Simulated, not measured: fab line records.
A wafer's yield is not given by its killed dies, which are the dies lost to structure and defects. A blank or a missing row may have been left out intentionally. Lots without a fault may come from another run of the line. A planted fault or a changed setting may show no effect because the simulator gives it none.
One fault seen from 2 desks || flow n5 finfet || only its own numbers are on each desk; what lay behind them is given at the end

## THE METROLOGY DESK
What the gauges read, lot by lot, whatever tool the lot ran on: means of the sampled wafers that have a number. Any lot whose mean is over 4 standard deviations away from the usual mean is out of limits and marked OUT; that distance is given in the brackets. Of its 10 readings 7 are shown: those that lie furthest out on some lot.
Columns: A = DIBL_N at N5_BEOL_M4_RC_MEAS_101, usual 36.1 mV/V; B = IOFF_P at N5_BEOL_M4_RC_MEAS_101, usual 0.22 nA/um; C = ION_N at N5_BEOL_M4_RC_MEAS_101, usual 672 uA/um; D = ION_P at N5_BEOL_M4_RC_MEAS_101, usual 462 uA/um; E = SS_P at N5_BEOL_M4_RC_MEAS_101, usual 73.3 mV/dec; F = VT_N at N5_BEOL_M4_RC_MEAS_101, usual 250 mV; G = VT_P at N5_BEOL_M4_RC_MEAS_101, usual -250 mV
{"lot": "L250", "first seen here": "day 9 03:11", "A": 35.8, "B": 0.20, "C": 672, "D": 462, "E": 72.6, "F": 252, "G": -249}
{"lot": "L256", "first seen here": "day 10 06:03", "A": 36.1, "B": 0.22, "C": 678, "D": 466, "E": 73.4, "F": 249, "G": -249}
{"lot": "L257", "first seen here": "day 10 15:05", "A": 35.9, "B": 0.22, "C": 673, "D": 465, "E": 72.2, "F": 250, "G": -250}
{"lot": "L261", "first seen here": "day 11 18:03", "A": 38.2, "B": 0.27, "C": 678, "D": 467, "E": 74.2, "F": 249, "G": -245}
{"lot": "L262", "first seen here": "day 12 15:23", "A": 35.8, "B": 0.21, "C": 661, "D": 454, "E": 73.4, "F": 252, "G": -252}
{"lot": "L263", "first seen here": "day 12 23:53", "A": 34.0, "B": 0.18, "C": 661, "D": 458, "E": 72.9, "F": 253, "G": -253}
{"lot": "L269", "first seen here": "day 13 22:59", "A": 34.1, "B": 0.22, "C": 672, "D": 474, "E": 72.4, "F": 252, "G": -246}
{"lot": "L270", "first seen here": "day 14 07:13", "A": 35.5, "B": 0.19, "C": 670, "D": 463, "E": 72.8, "F": 252, "G": -251}
{"lot": "L271", "first seen here": "day 14 14:57", "A": 33.5, "B": 0.16, "C": 665, "D": 453, "E": 72.0, "F": 253, "G": -254}
{"lot": "L272", "first seen here": "day 14 16:37", "A": 36.5, "B": 0.16, "C": 659, "D": 444, "E": 72.6, "F": 255, "G": -256}
Result from this desk: across the 10 lots, nothing is out of limits.

## TOOL OWNER'S DESK, pvd sputter-01
The tool's own readings at N5_BEOL_M4_SPUTTER_79 (material Cu, target thk 4.5 nm, time 8.29 s): means of the sampled wafers that have a number, for each lot that ran on this tool. Any lot whose mean is over 4 standard deviations away from the usual mean is out of limits and marked OUT; that distance is given in the brackets.
Columns: A = chamber pressure pa at N5_BEOL_M4_SPUTTER_79, usual 0.07002 Pa; B = throttle valve pct at N5_BEOL_M4_SPUTTER_79, usual 30.1 %
{"lot": "L250", "first seen here": "day 9 00:33", "A": 0.06992, "B": 30.1}
{"lot": "L256", "first seen here": "day 10 02:57", "A": 0.06993, "B": 29.7}
{"lot": "L257", "first seen here": "day 10 12:19", "A": "0.07176 (+12) OUT", "B": 29.7}
{"lot": "L269", "first seen here": "day 13 19:51", "A": 0.06984, "B": 31.3}
{"lot": "L272", "first seen here": "day 14 13:51", "A": 0.07006, "B": 29.6}
This desk finds L257 out of limits, L257 being first, at day 10 12:19 (chamber pressure pa at N5_BEOL_M4_SPUTTER_79). L250, L256, L269, L272 stayed within limits.

## PUT TOGETHER
An alarm could have come from the tool owner's desk at day 10 12:19, on L257.
The metrology desk saw nothing out of limits.
The metrology desk holds a record of L257, inside its limits.
Of the lots named, all ran N5_BEOL_M4_SPUTTER_79 on pvd sputter-01.

## WHAT THE SIMULATOR HAD PUT IN
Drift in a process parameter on pvd sputter-01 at N5_BEOL_M4_SPUTTER_79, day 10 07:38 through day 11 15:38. The setting chamber pressure pa was moved by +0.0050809, starting from 0.07. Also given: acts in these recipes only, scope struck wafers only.
Shown lots that were struck: L257.
Each desk's first reading out of limits, in hours after the fault started: the tool owner's desk, 5.
